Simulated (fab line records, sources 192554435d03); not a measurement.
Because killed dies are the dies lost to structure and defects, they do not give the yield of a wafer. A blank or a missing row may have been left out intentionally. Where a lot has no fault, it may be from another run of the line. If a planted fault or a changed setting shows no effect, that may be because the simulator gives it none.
fab line records    flow n5Finfet
record: lots: 24  wafers: 72  lastDay: 17
route steps=1938 shown BEOL_M10@1490 BEOL_M11@1568
lots that met no fault: from a run of the same line without faults
startH: start of the lot's first displayed wafer, in hours after the record's first day    waitH: hours from the lot's prior step to this one    " unchanged from the row above    L1.1+2: one row covering several wafers at once    - value missing, or start not given    * or withheld: withheld    < > ~ a bound
route shown NAME@n: names a module that has steps shown in the file, with the first one's number in the route    usual: average and standard deviation across the fault-free wafers    same: alike in all rows    chamber/n: place in a boat    sites: readings site by site    _std_site: standard deviation across them    _edge_site: inner sites' mean taken away from outer sites' mean    radiusMm: how far each site lies from the wafer's centre    mask NAME#n: copy n    behind: tool/chamber where the wafer was last shaped    hold: why the lot was held/for how many hours/how that ended    device: names the non-switching transistor (n, p or np)    end of line: the tests these same wafers got at the end of their route    a step without rows: its recipe alone    killed: the dies lost at the first sort to structure and to defects; this is not the yield of the wafer    map: the dies of a wafer, with x for killed, . for not killed, _ for no die there
set.NAME: the setting that was run; set.NAME@STEP: the one run at that earlier step    model.NAME: the simulator's own value behind a step, which no gauge read
one table for each step of the route and one row for each wafer, over a sample of lots
services: when a tool's chamber went out of use (startH, in hours from the record's first day, below 0 if earlier), for how many hours, and the reason
== steps ==
step: N5_BEOL_M10_STRIP_67
recipe: chemistry: CF4  resist: SiARC  powerW: 300  biasPowerW: 75  pressureMtorr: 50  cf4FlowSccm: 150  rfFrequencyHz: 6e+07
usual: drypumpMotorCurrentA: 5.6/0.32  oesProductAu: 0.80/0.078  rfVppV: 271.5/1.3  showerheadPlenumPTorr: 1.82/0.05  throttleValvePct: 13.59/0.22
lot.wafer  tool        chamber  startH  waitH  drypumpMotorCurrentA  oesProductAu  rfHoursCounterH  rfVppV  showerheadPlenumPTorr  throttleValvePct
L074.2     rieDiel-01  3        211.03  0.0    5.5                   0.83          78               271.2   1.81                   13.66
L074.3     "           0        "       "      5.1                   0.85          45               272.7   1.84                   13.49
L074.4     "           0        "       "      5.1                   0.84          -                271.0   1.84                   13.48
L076.3     rieDiel-04  2        215.35  0.0    5.5                   0.69          207              272.8   1.85                   13.50
L076.4     "           3        "       "      6.1                   0.78          92               268.6   1.71                   13.31
L076.6     "           2        "       "      5.5                   0.69          -                272.1   1.85                   13.48
L075.1     rieDiel-01  3        219.66  0.0    5.5                   0.82          82               271.2   1.81                   13.66
L075.5     "           0        "       "      5.1                   0.84          -                271.7   1.84                   13.51
L075.6     "           1        "       "      5.5                   0.73          -                273.2   1.86                   14.01
L078.1     rieDiel-01  2        242.28  0.0    5.8                   0.94          10               271.9   1.90                   13.57
L078.5     "           0        "       "      5.1                   0.83          -                271.0   1.84                   13.52
L078.6     "           3        "       "      5.5                   0.81          -                271.5   1.81                   13.69
L077.3     rieDiel-04  2        249.09  0.0    5.5                   0.69          218              273.4   1.85                   13.53
L077.4     "           1        "       "      5.4                   0.69          -                271.4   1.78                   13.67
L077.6     "           2        "       "      5.5                   0.69          -                271.1   1.85                   13.51
L079.2     rieDiel-04  1        249.69  0.0    5.4                   0.69          235              270.2   1.78                   13.67
L079.4     "           3        "       "      6.2                   0.77          -                270.6   1.71                   13.32
L079.6     "           2        "       "      5.5                   0.69          -                273.4   1.85                   13.51
L080.4     rieDiel-01  1        263.67  0.0    5.6                   0.71          227              271.6   1.85                   14.05
L080.5     "           3        "       "      5.5                   0.81          -                271.8   1.81                   13.70
L080.6     "           0        "       "      5.1                   0.82          -                271.6   1.84                   13.55
L083.1     rieDiel-06  2        267.19  0.0    5.6                   0.79          119              270.4   1.81                   13.82
L083.3     "           0        "       "      5.5                   0.80          82               269.7   1.74                   13.22
L083.5     "           2        "       "      5.7                   0.78          -                271.4   1.81                   13.81
L081.1     rieDiel-06  3        267.44  0.0    6.0                   0.79          132              270.6   1.80                   13.44
L081.2     "           1        "       "      5.9                   0.92          12               272.5   1.84                   13.37
L081.5     "           1        "       "      5.9                   0.93          -                272.1   1.84                   13.39
L082.1     rieDiel-06  3        271.10  0.0    6.1                   0.78          134              270.6   1.79                   13.47
L082.3     "           1        "       "      5.9                   0.93          13               271.4   1.84                   13.41
L082.5     "           1        "       "      5.9                   0.92          -                272.7   1.84                   13.40
L085.1     rieDiel-01  1        279.54  0.0    5.5                   0.71          233              271.9   1.85                   14.06
L085.4     "           0        "       "      5.1                   0.81          71               271.8   1.83                   13.55
L085.5     "           2        "       "      5.8                   0.91          -                273.7   1.90                   13.59
L084.3     rieDiel-01  2        286.10  0.0    5.9                   0.90          27               274.3   1.90                   13.60
L084.4     "           3        "       "      5.5                   0.79          106              270.0   1.80                   13.74
L084.5     "           3        "       "      5.5                   0.80          -                270.1   1.80                   13.72
L086.2     rieDiel-01  1        295.01  0.0    5.5                   0.71          239              270.7   1.85                   14.08
L086.5     "           0        "       "      5.1                   0.81          -                271.3   1.83                   13.57
L086.6     "           1        "       "      5.6                   0.71          -                272.2   1.85                   14.07
L088.2     rieDiel-01  3        299.31  0.0    5.5                   0.80          110              271.2   1.80                   13.73
L088.4     "           0        "       "      5.1                   0.81          77               272.8   1.83                   13.57
L088.6     "           3        "       "      5.5                   0.79          -                271.8   1.80                   13.74
L087.1     rieDiel-06  2        306.52  0.0    5.7                   0.77          132              269.5   1.81                   13.85
L087.4     "           3        "       "      6.0                   0.79          146              270.8   1.79                   13.49
L087.5     "           1        "       "      5.9                   0.89          -                272.8   1.83                   13.41
L090.3     rieDiel-04  3        309.84  0.0    6.2                   0.75          127              269.0   1.70                   13.38
L090.5     "           3        "       "      6.1                   0.76          -                269.5   1.70                   13.37
L090.6     "           2        "       "      5.5                   0.68          -                270.8   1.84                   13.55
L092.3     rieDiel-04  2        313.83  0.0    5.5                   0.68          241              270.5   1.84                   13.57
L092.4     "           2        "       "      5.5                   0.68          -                271.7   1.84                   13.55
L092.5     "           3        "       "      6.2                   0.76          -                270.2   1.70                   13.38
L089.2     rieDiel-01  0        314.10  0.0    5.1                   0.80          83               272.5   1.83                   13.57
L089.4     "           3        "       "      5.5                   0.79          116              271.1   1.80                   13.75
L089.6     "           0        "       "      5.1                   0.80          -                272.7   1.83                   13.57
L091.1     rieDiel-04  0        320.84  0.0    6.2                   0.81          89               272.2   1.81                   13.34
L091.2     "           2        "       "      5.5                   0.68          243              272.2   1.84                   13.56
L091.6     "           2        "       "      5.5                   0.67          -                272.0   1.84                   13.57
L095.1     rieDiel-01  2        335.56  0.0    5.8                   0.86          46               274.3   1.89                   13.67
L095.4     "           2        "       "      5.8                   0.86          -                274.3   1.89                   13.64
L095.5     "           0        "       "      5.1                   0.79          -                271.3   1.83                   13.62
L094.1     rieDiel-04  2        338.84  0.0    5.5                   0.67          250              273.0   1.84                   13.57
L094.2     "           0        "       "      6.2                   0.80          97               272.5   1.81                   13.35
L094.4     "           1        "       "      5.4                   0.93          4                269.6   1.77                   13.16
L093.2     rieDiel-01  3        338.93  0.0    5.5                   0.78          127              270.2   1.80                   13.76
L093.4     "           0        "       "      5.1                   0.80          94               270.7   1.83                   13.59
L093.5     "           1        "       "      5.6                   0.99          -                272.2   1.85                   13.52
L097.1     rieDiel-01  0        351.09  0.0    5.1                   0.79          99               271.4   1.83                   13.62
L097.2     "           2        "       "      5.8                   0.86          52               272.4   1.89                   13.66
L097.6     "           2        "       "      5.8                   0.86          -                273.7   1.89                   13.67
L096.1     rieDiel-01  3        355.68  0.0    5.5                   0.77          134              270.0   1.80                   13.79
L096.2     "           2        "       "      5.9                   0.86          54               273.1   1.89                   13.66
L096.3     "           0        "       "      5.1                   0.78          101              271.1   1.82                   13.62
step: N5_BEOL_M10_OVL_MEAS_29
recipe: pointsPerWafer: 44
usual: V9_OVL: 0.1/0.79
lot.wafer  tool        chamber  startH  waitH  V9_OVL[nm]
L074.2     overlay-01  0        213.22  0.0    0.6
L074.3     "           0        "       "      -1.2
L074.4     "           0        "       "      0.7
L076.3     overlay-02  0        217.65  0.0    0.2
L076.4     "           0        "       "      0.2
L076.6     "           0        "       "      0.0
L075.1     overlay-01  0        222.71  0.0    -0.1
L075.5     "           0        "       "      -0.6
L075.6     "           0        "       "      -0.2
L078.1     overlay-02  0        244.49  0.0    0.4
L078.5     "           0        "       "      -0.5
L078.6     "           0        "       "      0.5
L077.3     overlay-01  0        249.78  0.0    0.2
L077.4     "           0        "       "      -0.5
L077.6     "           0        "       "      0.5
L079.2     overlay-02  0        250.40  0.0    0.0
L079.4     "           0        "       "      -0.6
L079.6     "           0        "       "      -0.9
L080.4     overlay-01  0        265.23  0.0    -0.8
L080.5     "           0        "       "      -0.7
L080.6     "           0        "       "      -1.7
L083.1     overlay-01  0        267.99  0.0    0.5
L083.3     "           0        "       "      0.6
L083.5     "           0        "       "      0.6
L081.1     overlay-01  0        268.82  0.0    -0.4
L081.2     "           0        "       "      -0.3
L081.5     "           0        "       "      0.2
L082.1     overlay-01  0        274.44  0.0    -0.7
L082.3     "           0        "       "      -0.5
L082.5     "           0        "       "      -0.8
L085.1     overlay-02  0        280.22  0.0    0.0
L085.4     "           0        "       "      0.8
L085.5     "           0        "       "      -0.2
L084.3     overlay-02  0        288.88  0.0    1.4
L084.4     "           0        "       "      1.3
L084.5     "           0        "       "      0.9
L086.2     overlay-02  0        298.53  0.0    0.9
L086.5     "           0        "       "      0.8
L086.6     "           0        "       "      0.1
L088.2     overlay-02  0        300.39  0.0    -0.3
L088.4     "           0        "       "      -0.5
L088.6     "           0        "       "      -0.3
L087.1     overlay-01  0        308.10  0.0    0.6
L087.4     "           0        "       "      2.0
L087.5     "           0        "       "      0.8
L090.3     overlay-02  0        310.38  0.0    1.1
L090.5     "           0        "       "      0.4
L090.6     "           0        "       "      -0.7
L092.3     overlay-01  0        318.19  0.0    -0.5
L092.4     "           0        "       "      -1.4
L092.5     "           0        "       "      -1.5
L089.2     overlay-02  0        318.36  0.0    0.8
L089.4     "           0        "       "      0.1
L089.6     "           0        "       "      0.6
L091.1     overlay-01  0        322.67  0.0    -1.1
L091.2     "           0        "       "      -0.7
L091.6     "           0        "       "      -0.4
L095.1     overlay-02  0        337.77  0.0    0.9
L095.4     "           0        "       "      -0.2
L095.5     "           0        "       "      0.1
L094.1     overlay-01  0        340.02  0.0    0.4
L094.2     "           0        "       "      -0.8
L094.4     "           0        "       "      -0.2
L093.2     overlay-02  0        340.19  0.0    -0.4
L093.4     "           0        "       "      -0.1
L093.5     "           0        "       "      0.0
L097.1     overlay-02  0        352.55  0.0    -1.0
L097.2     "           0        "       "      -1.2
L097.6     "           0        "       "      -1.0
L096.1     overlay-02  0        356.39  0.0    -0.1
L096.2     "           0        "       "      0.4
L096.3     "           0        "       "      0.0
step: N5_BEOL_M10_DESCUM_33
recipe: chemistry: O2  timeS: 7.9  sourcePowerW: 50  biasPowerW: 20  pressureMtorr: 20  rfFrequencyHz: 2.712e+07  tempC: 40  resist: CAR-ArF  o2FlowSccm: 225
usual: drypumpMotorCurrentA: 5.8/0.31  oesProductAu: 0.79/0.077  rfVppV: 243.2/1.1  showerheadPlenumPTorr: 2.09/0.055  throttleValvePct: 20.30/0.28
lot.wafer  tool        chamber  startH  waitH  drypumpMotorCurrentA  oesProductAu  rfHoursCounterH  rfVppV  showerheadPlenumPTorr  throttleValvePct
L074.2     rieDiel-04  2        213.28  0.0    5.5                   0.70          206              244.5   2.12                   19.97
L074.3     "           3        "       "      6.1                   0.78          91               241.8   2.03                   20.28
L074.4     "           0        "       "      6.2                   0.85          -                242.7   2.13                   20.21
L076.3     rieDiel-06  2        217.93  0.3    5.7                   0.81          102              244.5   2.10                   20.50
L076.4     "           0        "       "      5.5                   0.82          -                243.1   2.01                   19.81
L076.6     "           3        "       "      6.0                   0.81          -                242.9   2.10                   20.25
L075.1     rieDiel-04  3        222.77  0.0    6.1                   0.77          94               241.6   2.03                   20.27
L075.5     "           3        "       "      6.2                   0.78          -                242.8   2.03                   20.28
L075.6     "           0        "       "      6.2                   0.86          -                243.2   2.13                   20.22
L078.1     rieDiel-04  1        244.59  0.1    5.4                   0.67          232              242.9   2.07                   20.40
L078.5     "           0        "       "      6.2                   0.84          -                244.3   2.13                   20.24
L078.6     "           1        "       "      5.4                   0.67          -                243.5   2.07                   20.40
L077.3     rieDiel-04  2        249.84  0.0    5.5                   0.69          219              243.9   2.11                   19.99
L077.4     "           2        "       "      5.5                   0.69          -                242.5   2.11                   19.99
L077.6     "           3        "       "      6.2                   0.77          -                241.4   2.02                   20.30
L079.2     rieDiel-01  2        250.62  0.2    5.9                   0.93          13               246.2   2.22                   20.53
L079.4     "           0        "       "      5.1                   0.83          60               243.8   2.14                   20.41
L079.6     "           1        "       "      5.6                   0.71          -                244.3   2.16                   20.91
L080.4     rieDiel-01  3        265.35  0.1    5.6                   0.80          98               243.8   2.12                   20.67
L080.5     "           1        "       "      5.5                   0.71          -                244.0   2.16                   20.93
L080.6     "           0        "       "      5.1                   0.82          -                243.3   2.14                   20.43
L083.1     rieDiel-06  2        268.05  0.0    5.7                   0.79          119              242.6   2.09                   20.55
L083.3     "           3        "       "      6.1                   0.79          133              244.3   2.10                   20.27
L083.5     "           3        "       "      6.0                   0.78          -                243.6   2.10                   20.28
L081.1     rieDiel-01  3        268.88  0.0    5.6                   0.81          99               243.5   2.12                   20.67
L081.2     "           2        "       "      5.8                   0.91          20               245.5   2.21                   20.53
L081.5     "           2        "       "      5.9                   0.91          -                245.2   2.21                   20.54
L082.1     rieDiel-04  3        274.50  0.0    6.1                   0.76          114              242.3   2.02                   20.32
L082.3     "           1        "       "      5.4                   0.67          244              241.6   2.07                   20.42
L082.5     "           1        "       "      5.4                   0.67          -                242.6   2.07                   20.40
L085.1     rieDiel-06  3        280.69  0.4    6.0                   0.79          137              242.2   2.09                   20.28
L085.4     "           0        "       "      5.6                   0.78          87               240.7   2.00                   19.84
L085.5     "           0        "       "      5.6                   0.80          -                242.3   2.00                   19.83
L084.3     rieDiel-06  0        288.94  0.0    5.5                   0.78          90               242.0   2.00                   19.86
L084.4     "           3        "       "      6.0                   0.79          140              245.1   2.09                   20.27
L084.5     "           0        "       "      5.5                   0.77          -                242.3   2.00                   19.85
L086.2     rieDiel-06  2        298.82  0.3    5.6                   0.78          130              242.5   2.09                   20.56
L086.5     "           2        "       "      5.7                   0.77          -                242.9   2.09                   20.57
L086.6     "           1        "       "      5.9                   0.92          -                243.9   2.11                   20.15
L088.2     rieDiel-04  3        300.45  0.0    6.2                   0.76          123              244.0   2.02                   20.34
L088.4     "           3        "       "      6.2                   0.75          -                242.4   2.02                   20.31
L088.6     "           1        "       "      5.4                   0.66          -                242.5   2.07                   20.43
L087.1     rieDiel-04  3        308.16  0.0    6.1                   0.75          126              243.0   2.02                   20.32
L087.4     "           0        "       "      6.2                   0.83          -                244.3   2.12                   20.28
L087.5     "           3        "       "      6.1                   0.75          -                241.8   2.02                   20.33
L090.3     rieDiel-06  2        310.44  0.0    5.7                   0.78          133              242.5   2.08                   20.57
L090.5     "           1        "       "      5.9                   0.91          -                244.9   2.11                   20.16
L090.6     "           2        "       "      5.6                   0.77          -                242.4   2.08                   20.58
L092.3     rieDiel-01  0        318.25  0.0    5.1                   0.80          84               242.8   2.13                   20.44
L092.4     "           2        "       "      5.8                   0.89          37               246.3   2.21                   20.57
L092.5     "           1        "       "      5.6                   0.71          -                243.1   2.16                   20.97
L089.2     rieDiel-04  2        318.41  0.0    5.5                   0.68          242              242.9   2.11                   20.00
L089.4     "           0        "       "      6.2                   0.81          88               241.7   2.12                   20.28
L089.6     "           2        "       "      5.5                   0.67          -                244.6   2.11                   20.00
L091.1     rieDiel-04  0        322.72  0.0    6.2                   0.81          90               243.3   2.12                   20.28
L091.2     "           1        "       "      5.4                   0.94          1                242.7   2.06                   20.12
L091.6     "           2        "       "      5.5                   0.67          -                242.1   2.11                   20.01
L095.1     rieDiel-04  1        337.83  0.0    5.4                   0.93          4                242.6   2.06                   20.09
L095.4     "           3        "       "      6.1                   0.74          138              241.3   2.01                   20.36
L095.5     "           0        "       "      6.2                   0.81          -                242.9   2.12                   20.29
L094.1     rieDiel-06  3        340.08  0.0    6.0                   0.76          156              242.7   2.09                   20.31
L094.2     "           1        "       "      5.9                   0.89          38               243.7   2.11                   20.19
L094.4     "           2        "       "      5.6                   0.77          144              242.0   2.08                   20.59
L093.2     rieDiel-06  2        340.54  0.3    5.7                   0.77          144              243.1   2.08                   20.58
L093.4     "           1        "       "      5.9                   0.89          38               243.4   2.11                   20.19
L093.5     "           0        "       "      5.6                   0.76          -                240.7   2.00                   19.88
L097.1     rieDiel-06  2        352.61  0.0    5.7                   0.76          148              242.9   2.08                   20.57
L097.2     "           3        "       "      6.0                   0.75          161              244.6   2.09                   20.33
L097.6     "           3        "       "      6.1                   0.75          -                242.5   2.09                   20.33
L096.1     rieDiel-01  1        356.71  0.3    5.5                   0.95          7                244.1   2.15                   20.59
L096.2     "           2        "       "      5.9                   0.86          55               244.1   2.20                   20.59
L096.3     "           3        "       "      5.5                   0.77          135              243.5   2.11                   20.71
step: N5_BEOL_M10_DEGAS_44
recipe: ambient: vacuum  tempC: 250  timeS: 60
usual: heaterPowerW: 324/20
lot.wafer  tool           chamber  startH  waitH  heaterPowerW
L074.2     pvdSputter-03  -        214.54  0.3    332
L074.3     "              -        "       "      331
L074.4     "              -        "       "      346
L076.3     pvdSputter-01  -        219.81  0.4    310
L076.4     "              -        "       "      334
L076.6     "              -        "       "      328
L075.1     pvdSputter-02  -        224.18  0.5    305
L075.5     "              -        "       "      348
L075.6     "              -        "       "      319
L078.1     pvdSputter-01  -        245.76  0.4    318
L078.5     "              -        "       "      321
L078.6     "              -        "       "      283
L077.3     pvdSputter-01  -        251.06  0.4    334
L077.4     "              -        "       "      318
L077.6     "              -        "       "      319
L079.2     pvdSputter-01  -        251.75  0.3    323
L079.4     "              -        "       "      281
L079.6     "              -        "       "      330
L080.4     pvdSputter-02  -        266.47  0.2    346
L080.5     "              -        "       "      350
L080.6     "              -        "       "      330
L083.1     pvdSputter-03  -        269.33  0.5    356
L083.3     "              -        "       "      340
L083.5     "              -        "       "      328
L081.1     pvdSputter-01  -        270.21  0.4    272
L081.2     "              -        "       "      324
L081.5     "              -        "       "      285
L082.1     pvdSputter-02  -        275.94  0.5    315
L082.3     "              -        "       "      324
L082.5     "              -        "       "      348
L085.1     pvdSputter-02  -        281.88  0.5    317
L085.4     "              -        "       "      319
L085.5     "              -        "       "      310
L084.3     pvdSputter-01  -        289.98  0.2    322
L084.4     "              -        "       "      345
L084.5     "              -        "       "      275
L086.2     pvdSputter-03  -        299.90  0.3    356
L086.5     "              -        "       "      341
L086.6     "              -        "       "      345
L088.2     pvdSputter-02  -        302.20  0.8    321
L088.4     "              -        "       "      344
L088.6     "              -        "       "      304
L087.1     pvdSputter-01  -        309.21  0.3    277
L087.4     "              -        "       "      338
L087.5     "              -        "       "      328
L090.3     pvdSputter-03  -        312.41  1.1    325
L090.5     "              -        "       "      356
L090.6     "              -        "       "      328
L092.3     pvdSputter-01  -        319.26  0.2    317
L092.4     "              -        "       "      339
L092.5     "              -        "       "      316
L089.2     pvdSputter-02  -        319.63  0.3    321
L089.4     "              -        "       "      318
L089.6     "              -        "       "      317
L091.1     pvdSputter-02  -        323.91  0.4    353
L091.2     "              -        "       "      308
L091.6     "              -        "       "      320
L095.1     pvdSputter-02  -        339.49  0.9    319
L095.4     "              -        "       "      316
L095.5     "              -        "       "      322
L094.1     pvdSputter-03  -        341.11  0.3    332
L094.2     "              -        "       "      346
L094.4     "              -        "       "      339
L093.2     pvdSputter-03  -        341.95  0.6    337
L093.4     "              -        "       "      330
L093.5     "              -        "       "      334
L097.1     pvdSputter-03  -        353.97  0.5    331
L097.2     "              -        "       "      342
L097.6     "              -        "       "      329
L096.1     pvdSputter-02  -        359.99  2.4    326
L096.2     "              -        "       "      316
L096.3     "              -        "       "      318
step: N5_BEOL_M11_CD_MEAS_28
recipe: targetCdNm: 70  landingEnergyEv: 500  detector: seInlens  polarity: opening
usual: cdNm: 70.2/1.2
lot.wafer  tool      chamber  startH  waitH  cdNm
L074.2     cdSem-03  0        222.60  -      71.7
L074.3     "         0        "       "      70.2
L074.4     "         0        "       "      72.1
L076.3     cdSem-02  0        225.50  -      70.8
L076.4     "         0        "       "      70.1
L076.6     "         0        "       "      70.2
L075.1     cdSem-01  0        234.27  -      69.1
L075.5     "         0        "       "      69.7
L075.6     "         0        "       "      69.7
L078.1     cdSem-01  0        250.52  -      70.2
L078.5     "         0        "       "      69.7
L078.6     "         0        "       "      70.8
L077.3     cdSem-02  0        259.39  -      70.4
L077.4     "         0        "       "      68.8
L077.6     "         0        "       "      70.6
L079.2     cdSem-03  0        259.56  -      69.5
L079.4     "         0        "       "      72.3
L079.6     "         0        "       "      71.0
L080.4     cdSem-01  0        274.29  -      71.2
L080.5     "         0        "       "      72.4
L080.6     "         0        "       "      71.3
L083.1     cdSem-01  0        277.74  -      71.1
L083.3     "         0        "       "      70.6
L083.5     "         0        "       "      71.8
L081.1     cdSem-02  0        277.91  -      68.7
L081.2     "         0        "       "      69.1
L081.5     "         0        "       "      71.3
L082.1     cdSem-01  0        279.90  -      71.9
L082.3     "         0        "       "      71.1
L082.5     "         0        "       "      71.6
L085.1     cdSem-01  0        288.86  -      68.6
L085.4     "         0        "       "      70.6
L085.5     "         0        "       "      68.8
L084.3     cdSem-01  0        294.76  -      71.9
L084.4     "         0        "       "      69.3
L084.5     "         0        "       "      68.2
L086.2     cdSem-02  0        308.07  -      68.1
L086.5     "         0        "       "      68.8
L086.6     "         0        "       "      68.4
L088.2     cdSem-03  0        308.24  -      69.4
L088.4     "         0        "       "      67.7
L088.6     "         0        "       "      69.4
L087.1     cdSem-01  0        318.16  -      69.5
L087.4     "         0        "       "      69.8
L087.5     "         0        "       "      70.1
L090.3     cdSem-02  0        322.52  -      72.0
L090.5     "         0        "       "      70.5
L090.6     "         0        "       "      69.8
L092.3     cdSem-03  0        324.99  -      71.2
L092.4     "         0        "       "      72.6
L092.5     "         0        "       "      71.1
L089.2     cdSem-03  0        325.16  -      70.9
L089.4     "         0        "       "      70.2
L089.6     "         0        "       "      69.3
L091.1     cdSem-03  0        329.72  -      69.5
L091.2     "         0        "       "      70.5
L091.6     "         0        "       "      69.5
L094.1     cdSem-01  0        345.72  -      69.1
L094.2     "         0        "       "      71.2
L094.4     "         0        "       "      69.3
L095.1     cdSem-03  0        345.89  -      68.0
L095.4     "         0        "       "      70.3
L095.5     "         0        "       "      68.0
L093.2     cdSem-02  0        348.89  -      69.4
L093.4     "         0        "       "      71.4
L093.5     "         0        "       "      70.7
L097.1     cdSem-01  0        360.99  -      69.1
L097.2     "         0        "       "      70.6
L097.6     "         0        "       "      72.4
L096.1     cdSem-02  0        365.56  -      72.7
L096.2     "         0        "       "      71.7
L096.3     "         0        "       "      70.8
step: N5_BEOL_M11_ANNEAL_51
recipe: tempC: 225  timeS: 90  ambient: N2
usual: wafer_temp_C_max: 225.87/0.24
lot.wafer  tool          chamber  startH  waitH  wafer_temp_C_max
L074.2     rtpAnneal-01  0        224.70  0.2    226.31
L074.3     "             0        "       "      225.96
L074.4     "             0        "       "      225.96
L076.3     rtpAnneal-01  0        229.95  0.3    226.41
L076.4     "             0        "       "      226.22
L076.6     "             0        "       "      225.99
L075.1     rtpAnneal-02  0        237.73  0.7    225.46
L075.5     "             0        "       "      225.68
L075.6     "             0        "       "      226.07
L078.1     rtpAnneal-01  0        253.58  0.1    226.01
L078.5     "             0        "       "      226.25
L078.6     "             0        "       "      226.06
L077.3     rtpAnneal-02  0        262.62  0.1    226.07
L077.4     "             0        "       "      225.92
L077.6     "             0        "       "      225.64
L079.2     rtpAnneal-01  0        262.97  0.1    226.06
L079.4     "             0        "       "      225.93
L079.6     "             0        "       "      226.01
L080.4     rtpAnneal-02  0        276.68  0.2    225.62
L080.5     "             0        "       "      225.53
L080.6     "             0        "       "      225.55
L083.1     rtpAnneal-01  0        281.21  0.1    226.23
L083.3     "             0        "       "      225.75
L083.5     "             0        "       "      225.72
L081.1     rtpAnneal-02  0        281.74  0.1    225.64
L081.2     "             0        "       "      225.96
L081.5     "             0        "       "      225.73
L082.1     rtpAnneal-01  0        282.46  0.1    225.84
L082.3     "             0        "       "      225.56
L082.5     "             0        "       "      225.92
L085.1     rtpAnneal-01  0        292.94  0.4    225.67
L085.4     "             0        "       "      225.81
L085.5     "             0        "       "      226.23
L084.3     rtpAnneal-02  0        298.57  0.1    225.63
L084.4     "             0        "       "      225.84
L084.5     "             0        "       "      226.00
L086.2     rtpAnneal-01  0        310.50  0.2    226.18
L086.5     "             0        "       "      226.09
L086.6     "             0        "       "      225.90
L088.2     rtpAnneal-01  0        310.77  0.3    225.70
L088.4     "             0        "       "      225.80
L088.6     "             0        "       "      225.73
L087.1     rtpAnneal-02  0        320.64  0.2    225.33
L087.4     "             0        "       "      225.67
L087.5     "             0        "       "      225.69
L090.3     rtpAnneal-01  0        325.40  0.4    226.12
L090.5     "             0        "       "      226.27
L090.6     "             0        "       "      226.00
L092.3     rtpAnneal-01  0        327.29  0.3    225.93
L092.4     "             0        "       "      225.87
L092.5     "             0        "       "      225.59
L089.2     rtpAnneal-01  0        327.87  0.1    226.27
L089.4     "             0        "       "      226.03
L089.6     "             0        "       "      225.81
L091.1     rtpAnneal-01  0        332.09  0.1    226.22
L091.2     "             0        "       "      226.04
L091.6     "             0        "       "      226.19
L094.1     rtpAnneal-02  0        348.05  0.1    225.79
L094.2     "             0        "       "      225.58
L094.4     "             0        "       "      225.52
L095.1     rtpAnneal-01  0        350.51  0.1    225.69
L095.4     "             0        "       "      225.60
L095.5     "             0        "       "      225.81
L093.2     rtpAnneal-02  0        351.32  0.4    225.61
L093.4     "             0        "       "      225.55
L093.5     "             0        "       "      225.52
L097.1     rtpAnneal-01  0        365.07  0.1    226.01
L097.2     "             0        "       "      225.99
L097.6     "             0        "       "      225.82
L096.1     rtpAnneal-01  0        368.22  0.1    226.14
L096.2     "             0        "       "      225.91
L096.3     "             0        "       "      226.08
== services ==
tool           chamber  startH  hours  kind
rieDiel-06     1        187.11  16.2   repair
rieDiel-01     2        201.16  -      clean
rieDiel-01     2        201.16  -      consumableReplace:focusRing
rieDiel-01     2        201.16  -      consumableReplace:showerhead
rieDiel-01     2        201.16  13.0   scheduledDown
rieDiel-01     2        201.16  13.0   ventCycle
rieDiel-04     1        204.77  9.1    repair
rieDiel-06     3        242.09  1.5    repair
rieDiel-06     0        242.48  1.3    repair
rieDiel-04     0        276.72  15.8   repair
rieDiel-04     3        290.02  5.1    repair
rieDiel-04     2        293.54  9.1    repair
rieDiel-04     1        302.68  -      clean
rieDiel-04     1        302.68  -      consumableReplace:focusRing
rieDiel-04     1        302.68  12.8   scheduledDown
rieDiel-04     1        302.68  12.8   ventCycle
rieDiel-01     1        325.37  -      clean
rieDiel-01     1        325.37  -      consumableReplace:focusRing
rieDiel-01     1        325.37  12.6   scheduledDown
rieDiel-01     1        325.37  12.6   ventCycle
rieDiel-04     3        327.77  1.6    repair
rieDiel-04     2        340.26  -      clean
pvdSputter-01  -        346.24  2.4    repair
rieDiel-01     2        366.86  2.7    repair
== key ==
fault none
